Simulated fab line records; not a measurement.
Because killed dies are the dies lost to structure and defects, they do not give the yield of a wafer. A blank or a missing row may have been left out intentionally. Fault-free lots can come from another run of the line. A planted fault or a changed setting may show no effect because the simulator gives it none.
8D (eight disciplines) problem report, filled in by code :: flow n5-finfet :: the parts of the form that need people (team, actions taken, sign-off) are left out

1. WHAT IS WRONG
Wafers without a fault read 1500.1 rpm, standard deviation 1.1; spin-speed-rpm at N5_BEOL_M6_COAT_64 reads a mean of 1725.0 rpm on 6 wafers belonging to 2 lots. So: +99 or more standard deviations from the usual mean.
The step: time 60 s, resist thk 12 nm.
First observed at day 13 06:34: wafer L798.1, on litho-track-02. The record holds 36 wafers of 12 lots with a number at this step. The rule behind "out" and "out of limits": a value lying over 4 standard deviations away from the usual mean. All remaining wafers that have a number are taken as sound.

2. WHAT IT IS AND WHAT IT IS NOT
question: which readings at this step
is: spin-speed-rpm
is not: chill-plate-temp-C

question: which lots
is: L798, L801
is not: L779, L783, L784, L785, L787, L788, L789, L792, L793, L802

question: which wafers of those lots
is: all that have a number
is not: -

question: read on which tools
is: litho-track-02
is not: litho-track-01, litho-track-05

question: when
is: from day 13 06:34
is not: up to then (27 sound wafers); but 3 sound wafers of L802 came after

3. WHAT RULES OUT EACH SUSPECT
Counting: a tool at a process step up to the reading stays a suspect if it ran every lot that is out and no sound lot after the first of them.
- pvd-sputter-01 at N5_BEOL_M6_HM_DEP_02 (deposits TiN, target thk 20 nm): ruled out as a lasting fault. The sound lots L802 went through it after L798, its earliest lot that is out (day 13 05:19).
- litho-track-02 at N5_BEOL_M6_COAT_64 (time 60 s, resist thk 12 nm): kept. It ran every lot that is out, first L798 (day 13 06:34), and no sound lot after that; its last sound lot up to then is L793 (day 11 21:22). Its own spin-speed-rpm readings are out on those wafers.
Left after counting: litho-track-02 at N5_BEOL_M6_COAT_64.

4. THE CAUSE (what the simulator had put in)
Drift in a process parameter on litho-track-02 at N5_BEOL_M6_COAT_64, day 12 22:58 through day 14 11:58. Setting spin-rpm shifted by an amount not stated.
This tool alone remained once counting was done.

5. THE EFFECT CHAIN, in route order
Rows list readings where the struck wafers' mean (over those with a number) sits beyond 3 standard deviations from the usual. Only readings whose record carries a usual standard deviation are examined. hours: median over the lots of the time between each lot's start at the first step of this table that gives one and its start at this step. sigmas: the change, counted in usual standard deviations.
hours: 0
step: N5_BEOL_M6_COAT_64
reading: spin-speed-rpm
usual: 1500.1 rpm
on struck wafers: 1725.0
change: +224.9
sigmas: +99 or more
It contains these process steps:
- N5_BEOL_M6_COAT_64: time 60 s, resist thk 12 nm.
Later measuring or inspecting steps at which every struck wafer that the step has a row for has a number for every such reading, and none has moved that far: N5_BEOL_M6_CD_MEAS_28.

6. HOW IT WOULD HAVE BEEN CAUGHT EARLIER
In this record the first reading out of limits was taken at day 13 06:34, 8 hours after the fault began at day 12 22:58.
